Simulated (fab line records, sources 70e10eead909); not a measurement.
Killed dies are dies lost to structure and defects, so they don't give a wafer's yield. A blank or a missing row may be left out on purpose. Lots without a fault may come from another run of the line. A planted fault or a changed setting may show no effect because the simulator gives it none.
fab line records | flow nand_harc
record lots=12 wafers=36 last_day=35
route steps=1302 shown A_CONTACT@1002 END@1302
lots that met no fault: from a run of the same line without faults
start_h: hours from the record's first day to the start of the lot's first wafer shown | wait_h: hours since the lot's step before | " the same as in the row above | L1.1+2: a row that stands for several wafers | - no value, or no start given | * or withheld: withheld | < > ~ a bound
route shown NAME@n: a module of which the file shows steps, and the number in the route of the first | usual: mean/standard deviation of fault-free wafers | same: alike in all rows | chamber/n: place in a boat | sites: the reading at each site | _std_site: their standard deviation | _edge_site: outer sites' mean less inner sites' | radius_mm: how far each site lies from the wafer's centre | mask NAME#n: copy n | behind: the tool/chamber that last shaped the wafer | hold: why the lot was held/for how many hours/how that ended | device: the transistor (n, p or np) that didn't switch | end of line: the same wafers' tests at the end of the route | a step without rows: its recipe alone | killed: dies lost to structure and defects at the first sort, not the wafer's yield | map: a wafer's dies, x killed, . not, _ none there
set.NAME: the setting as run; set.NAME@STEP: as run at that earlier step | model.NAME: the simulator's own value behind a step, which no gauge read
steps of the route over a sample of lots; a table a step, a row a wafer
services: from which hour (start_h, from the record's first day; less than 0 if before it) a tool's chamber was out of use, for how many hours, and why
## steps
# step NHARC_A_CONTACT_ETCH_49
# recipe target_depth_a=2600 over_etch_frac=0.3 time_s=475.3 ion_energy_ev=200 n2_flow_sccm=150 h2_flow_sccm=150 ar_flow_sccm=0 rf_w=400 bias_w=150 chemistry=N2/H2
# usual drypump_motor_current_A=5.8/0.48 oes_product_au=1.003/0.008 rf_vpp_V=429.9/2.5 run_length_s=496.5/0.52 showerhead_plenum_p_Torr=2.02/0.079 throttle_valve_pct=14.173/0.01
# same over_etch_frac=0.3
# columns lot.wafer tool chamber start_h wait_h drypump_motor_current_A oes_product_au rf_hours_counter_h rf_vpp_V run_length_s showerhead_plenum_p_Torr throttle_valve_pct
L466.3 rie_diel-01 3 - - 5.5 0.994 19 425.8 496.3 1.93 14.170
L466.2 " 0 " " 6.5 0.998 23 431.2 496.2 2.03 14.167
L466.6 " 3 " " 5.5 1.004 - 428.3 496.4 1.93 14.177
L468.3 rie_diel-01 3 - - 5.5 1.006 23 428.0 495.7 1.93 14.181
L468.1 " 0 " " 6.5 1.009 26 431.0 495.8 2.03 14.174
L468.4 " 2 " " 5.8 1.018 24 432.6 497.3 2.12 14.187
L474.4 rie_diel-01 0 - - 6.5 0.990 35 431.2 495.9 2.03 14.173
L474.1 " 1 " " 5.3 1.006 35 431.2 496.6 2.07 14.186
L474.2 " 2 " " 5.9 1.011 28 432.8 497.1 2.12 14.172
L477.3 rie_diel-07 0 - - 6.4 1.010 27 435.3 496.3 2.14 14.171
L477.2 " 2 " " 5.9 0.998 34 429.5 496.5 2.00 14.166
L477.6 " 0 " " 6.5 1.013 - 434.3 495.9 2.14 14.167
L479.2 rie_diel-01 2 - - 5.8 1.012 7 431.6 496.9 2.12 14.178
L479.4 " 3 " " 5.5 1.009 - 426.9 495.8 1.93 14.165
L479.5 " 2 " " 5.8 1.023 - 432.5 497.4 2.12 14.178
L480.1 rie_diel-01 3 - - 5.5 1.003 10 426.9 495.6 1.93 14.192
L480.4 " 0 " " 6.5 1.006 11 429.9 495.8 2.02 14.172
L480.5 " 3 " " 5.5 1.009 - 426.3 495.9 1.93 14.168
L481.3 rie_diel-04 3 - - 6.2 0.994 33 430.6 496.2 2.06 14.173
L481.1 " 0 " " 4.6 1.014 32 434.7 495.8 2.16 14.167
L481.2 " 1 " " 4.9 1.005 33 425.2 496.7 1.88 14.178
L483.3 rie_diel-01 2 - - 5.9 0.995 13 431.5 497.6 2.11 14.158
L483.4 " 1 " " 5.3 1.009 9 431.4 496.8 2.07 14.181
L483.6 " 3 " " 5.5 1.006 - 426.9 495.7 1.92 14.183
L484.1 rie_diel-07 3 - - 6.1 0.991 3 427.4 496.5 1.93 14.165
L484.3 " 1 " " 5.7 1.000 3 428.6 497.4 1.97 14.182
L484.6 " 0 " " 6.5 0.989 - 432.9 496.4 2.13 14.160
L486.4 rie_diel-07 2 - - 5.9 0.990 7 427.4 496.3 1.99 14.172
L486.6 " 0 " " 6.5 0.999 - 432.2 495.8 2.13 14.163
L486.5 " 1 " " 5.7 0.997 - 428.0 497.3 1.97 14.169
L485.3 rie_diel-01 2 - - 5.9 1.009 16 431.9 497.2 2.11 14.163
L485.6 " 3 " " 5.5 1.002 - 428.6 495.7 1.92 14.167
L485.5 " 0 " " 6.5 1.002 - 430.8 496.0 2.02 14.166
L489.2 rie_diel-07 3 - - 6.1 0.987 26 425.3 496.6 1.92 14.174
L489.3 " 2 " " 5.9 0.985 26 429.2 496.7 1.98 14.162
L489.5 " 0 " " 6.4 1.000 - 433.4 496.3 2.13 14.166
# step NHARC_A_CONTACT_ETCH_51
# recipe target_depth_a=70000 over_etch_frac=0.3 time_s=1820 ion_energy_ev=150 o2_flow_sccm=400 cos_flow_sccm=20 ar_flow_sccm=0 rf_w=500 bias_w=300 chemistry=O2/COS
# usual drypump_motor_current_A=5.8/0.48 oes_product_au=1.003/0.0087 rf_vpp_V=313.8/1.8 run_length_s=1841.2/0.52 showerhead_plenum_p_Torr=3.10/0.11 throttle_valve_pct=28.331/0.009
# same over_etch_frac=0.3
# columns lot.wafer tool chamber start_h wait_h drypump_motor_current_A oes_product_au rf_hours_counter_h rf_vpp_V run_length_s showerhead_plenum_p_Torr throttle_valve_pct
L466.3 rie_diel-01 0 497.51 - 6.5 1.001 23 315.5 1840.9 3.11 28.341
L466.2 " 1 " " 5.3 1.004 22 313.8 1841.3 3.17 28.322
L466.6 " 3 " " 5.5 0.995 - 311.7 1840.4 2.97 28.320
L468.1 rie_diel-01 1 522.73 - 5.3 1.010 27 315.2 1841.5 3.17 28.325
L468.3 " 2 " " 5.8 1.008 25 315.3 1841.8 3.23 28.345
L468.4 " 0 " " 6.5 0.999 27 314.1 1840.6 3.11 28.342
L474.1 rie_diel-01 1 552.89 - 5.3 1.000 35 316.2 1841.4 3.17 28.341
L474.4 " 2 " " 5.9 1.021 29 315.4 1394.9 3.23 28.343
L474.2 " 0 " " 6.5 1.001 36 312.9 1840.7 3.10 28.325
L477.3 rie_diel-07 0 595.76 - 6.5 1.013 28 316.4 1841.5 3.27 28.328
L477.2 " 1 " " 5.7 1.012 32 312.6 1842.0 3.03 28.327
L477.6 " 1 " " 5.7 1.001 - 312.2 1842.4 3.03 28.325
L479.2 rie_diel-01 0 614.38 - 6.5 1.008 8 314.2 1840.5 3.10 28.342
L479.4 " 3 " " 5.5 1.002 - 310.3 1840.9 2.96 28.330
L479.5 " 0 " " 6.5 1.010 - 313.7 1840.8 3.10 28.330
L480.1 rie_diel-01 2 635.45 - 5.8 1.004 10 316.4 1842.2 3.23 28.330
L480.4 " 0 " " 6.5 1.008 11 315.0 1841.0 3.10 28.333
L480.5 " 2 " " 5.8 1.010 - 316.2 1841.7 3.23 28.328
L481.2 rie_diel-04 1 635.88 - 4.9 1.017 33 310.2 1841.9 2.89 28.311
L481.1 " 2 " " 5.8 1.007 34 312.9 1841.4 3.01 28.327
L481.3 " 3 " " 6.2 0.998 33 315.8 1841.1 3.15 28.327
L483.3 rie_diel-01 0 662.52 - 6.5 1.001 15 315.8 1840.7 3.10 28.334
L483.4 " 2 " " 5.9 1.011 14 316.0 1841.8 3.22 28.339
L483.6 " 3 " " 5.5 1.009 - 312.9 1840.3 2.96 28.337
L484.3 rie_diel-07 3 666.10 - 6.1 1.000 4 312.7 1841.5 2.97 28.348
L484.1 " 1 " " 5.7 0.991 3 312.2 1842.2 3.02 28.324
L484.6 " 3 " " 6.1 1.004 - 312.9 1841.4 2.97 28.328
L486.4 rie_diel-07 0 677.82 - 6.5 0.994 6 315.9 1840.7 3.25 28.335
L486.5 " 3 " " 6.2 0.994 - 312.2 1841.4 2.97 28.328
L486.6 " 0 " " 6.5 0.991 - 314.8 1840.9 3.25 28.339
L485.3 rie_diel-01 2 679.61 - 5.8 1.012 17 314.8 1842.1 3.22 28.341
L485.6 " 3 " " 5.5 1.008 - 311.6 1840.6 2.96 28.329
L485.5 " 0 " " 6.5 1.017 - 313.2 1840.7 3.09 28.327
L489.2 rie_diel-07 3 736.06 - 6.1 1.002 27 311.6 1841.3 2.96 28.338
L489.3 " 0 " " 6.5 0.996 23 315.6 1840.9 3.24 28.321
L489.5 " 3 " " 6.1 0.999 - 310.6 1841.7 2.96 28.318
# step NHARC_A_CONTACT_ETCH_116
# recipe source_w=withheld pressure_mtorr=20 bias_v=3000 time_s=190 target_depth_a=18500 ar_flow_sccm=withheld c4f8_flow_sccm=withheld o2_flow_sccm=withheld chemistry=C4F8/O2/Ar
# usual run_length_s=190/0
# columns lot.wafer tool chamber start_h wait_h rf_hours_counter_h run_length_s
L466.2 har_cap_etch-03 1 499.37 0.1 44 190
L466.3 " 1 " " - 190
L466.6 " 0 " " - 190
L468.1 har_cap_etch-03 0 524.81 0.1 50 190
L468.3 " 0 " " - 190
L468.4 " 1 " " - 190
L474.1 har_cap_etch-02 1 554.99 0.1 94 190
L474.2 " 0 " " 94 190
L474.4 " 1 " " - 190
L477.2 har_cap_etch-03 1 597.84 0.1 61 190
L477.3 " 0 " " - 190
L477.6 " 1 " " - 190
L479.2 har_cap_etch-03 1 616.57 0.1 65 190
L479.4 " 1 " " - 190
L479.5 " 0 " " - 190
L480.1 har_cap_etch-03 1 637.43 0.1 67 190
L480.4 " 1 " " - 190
L480.5 " 1 " " - 190
L481.1 har_cap_etch-01 1 637.85 0.1 24 190
L481.2 " 0 " " 24 190
L481.3 " 1 " " - 190
L483.3 har_cap_etch-02 1 664.53 0.1 - 190
L483.4 " 0 " " - 190
L483.6 " 0 " " - 190
L484.1 har_cap_etch-01 0 668.36 0.2 30 190
L484.3 " 0 " " - 190
L484.6 " 0 " " - 190
L486.4 har_cap_etch-01 0 679.86 0.1 - 190
L486.5 " 1 " " - 190
L486.6 " 0 " " - 190
L485.3 har_cap_etch-03 0 681.41 0.1 - 190
L485.6 " 1 " " - 190
L485.5 " 0 " " - 190
L489.2 har_cap_etch-03 1 738.30 0.2 83 190
L489.3 " 0 " " - 190
L489.5 " 0 " " - 190
# step NHARC_A_CONTACT_ETCH_120
# recipe source_w=withheld pressure_mtorr=20 bias_v=3000 time_s=190 target_depth_a=18500 ar_flow_sccm=withheld c4f8_flow_sccm=withheld o2_flow_sccm=withheld chemistry=C4F8/O2/Ar
# usual run_length_s=190/0
# columns lot.wafer tool chamber start_h wait_h rf_hours_counter_h run_length_s
L466.2 har_cap_etch-03 1 500.05 0.1 44 190
L466.3 " 1 " " - 190
L466.6 " 0 " " - 190
L468.1 har_cap_etch-03 0 525.50 0.1 50 190
L468.3 " 0 " " - 190
L468.4 " 1 " " - 190
L474.1 har_cap_etch-02 1 555.67 0.1 94 190
L474.2 " 0 " " 94 190
L474.4 " 1 " " - 190
L477.2 har_cap_etch-03 1 598.53 0.1 62 190
L477.3 " 0 " " - 190
L477.6 " 1 " " - 190
L479.2 har_cap_etch-03 1 617.26 0.1 66 190
L479.4 " 1 " " - 190
L479.5 " 0 " " - 190
L480.1 har_cap_etch-03 1 638.12 0.1 68 190
L480.4 " 1 " " - 190
L480.5 " 1 " " - 190
L481.1 har_cap_etch-01 1 638.54 0.1 25 190
L481.2 " 0 " " 25 190
L481.3 " 1 " " - 190
L483.3 har_cap_etch-02 1 665.22 0.1 - 190
L483.4 " 0 " " - 190
L483.6 " 0 " " - 190
L484.1 har_cap_etch-01 0 669.27 0.2 31 190
L484.3 " 0 " " - 190
L484.6 " 0 " " - 190
L486.4 har_cap_etch-01 0 680.54 0.1 - 190
L486.5 " 1 " " - 190
L486.6 " 0 " " - 190
L485.3 har_cap_etch-03 0 682.10 0.1 - 190
L485.6 " 1 " " - 190
L485.5 " 0 " " - 190
L489.2 har_cap_etch-03 1 739.22 0.2 84 190
L489.3 " 0 " " - 190
L489.5 " 0 " " - 190
# step NHARC_END_SORT_01
# recipe temp_c=25
# usual killed_at_array=44/16 killed_at_other=0.6/1.1 killed_at_periphery=3.9/2.6 killed_dies=48/16 killed_open=3.1/1.9 killed_short=2.4/1.8
# same gross_dies=677
# columns lot.wafer tool chamber start_h wait_h killed_at_array killed_at_other killed_at_periphery killed_dies killed_open killed_short
L474.1 prober-02 0 624.03 2.5 74 0 1 75 3 4
L474.2 prober-02 0 624.84 2.8 60 0 7 67 1 4
L474.4 prober-02 0 626.45 3.4 529 0 3 532 6 1
# killed by level:class
L474.1 A_CHANNEL_HOLE_D1:chamber_film_flake=29 A_CHANNEL_HOLE_D2:chamber_film_flake=19 A_CONTACT:chamber_film_flake=8 A_STAIRCASE:chamber_film_flake=4 A_SGD_CUT:chamber_film_flake=4 A_M0:chamber_film_flake=3 A_ONON_D2:geometric_particle:short=2 P_M0:geometric_particle:open=1
L474.2 A_CHANNEL_HOLE_D2:chamber_film_flake=29 A_CHANNEL_HOLE_D1:chamber_film_flake=16 A_CONTACT:chamber_film_flake=5 A_STAIRCASE:chamber_film_flake=4 P_ZERO_WELL:chamber_film_flake=3 P_M1:chamber_film_flake=2 A_WL_FILL:chamber_film_flake=2 P_CONTACT:geometric_particle:open=1
L474.4 A_CONTACT:area_etch=487 A_CHANNEL_HOLE_D1:chamber_film_flake=12 A_CHANNEL_HOLE_D2:chamber_film_flake=12 A_STAIRCASE:chamber_film_flake=4 A_CONTACT:chamber_film_flake=4 A_CHANNEL_FILL_D2:geometric_particle:open=2 A_SOURCE_PLATE:geometric_particle:short=1 A_SOURCE_PLATE:geometric_particle:open=1
## services
# columns tool chamber start_h hours kind
rie_diel-04 0 488.14 4.4 repair
rie_diel-01 0 488.26 - clean
rie_diel-01 1 488.26 - clean
rie_diel-01 2 488.26 - clean
rie_diel-01 3 488.26 - clean
rie_diel-04 1 492.65 4.0 repair
har_cap_etch-01 - 497.00 17.0 pm
rie_diel-01 0 512.77 - clean
rie_diel-01 1 512.77 - clean
rie_diel-01 2 512.77 - clean
rie_diel-01 3 512.77 - clean
rie_diel-04 - 532.41 9.0 pm
rie_diel-01 0 537.27 - clean
rie_diel-07 - 550.42 0.9 repair
rie_diel-01 - 558.11 9.0 pm
rie_diel-07 0 562.55 12.0 repair
rie_diel-01 3 601.55 3.7 repair
rie_diel-01 1 604.61 18.3 repair
rie_diel-07 - 648.23 9.0 pm
rie_diel-04 1 655.38 4.3 repair
rie_diel-04 2 669.20 17.9 repair
rie_diel-04 0 703.71 5.1 repair
rie_diel-04 - 709.41 9.0 pm
rie_diel-01 - 735.11 9.0 pm
## key
first_sign step=NHARC_A_CONTACT_ETCH_51 reading=run_length_s direction=down sigmas=99+ usual=* struck=*
effect step=NHARC_END_SORT_01 reading=killed_at_array direction=up sigmas=31 usual=44 struck=529
more_kills_born_at NHARC_A_CONTACT_ETCH_51@rie_diel-01=487
met_at NHARC_A_CONTACT_ETCH_51
struck_lots L474
struck_wafers L474.4
later_rows_left_out L474.4
tester_left_out L474
not_acting_at NHARC_A_CONTACT_ETCH_49,NHARC_A_CONTACT_ETCH_116,NHARC_A_CONTACT_ETCH_120
onset_between 522.73 552.89
fault kind=process_parameter_drift tool=rie_diel-01 chamber=2 onset_h=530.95 steps=NHARC_A_CONTACT_ETCH_51 channel=time_s offset=* shape=step end_h=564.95 acts_in=* stated=*
# tester_left_out: of these lots the tester's yield and bins aren't shown, on N5 and GAA mostly nor the transistor test; their killed dies are dies lost to structure and defects alone, not to doping, threshold or leakage, so they don't give the yield
# later_rows_left_out: the simulator's readings of these wafers behind a module that went badly wrong aren't trusted and aren't shown, but for the sort
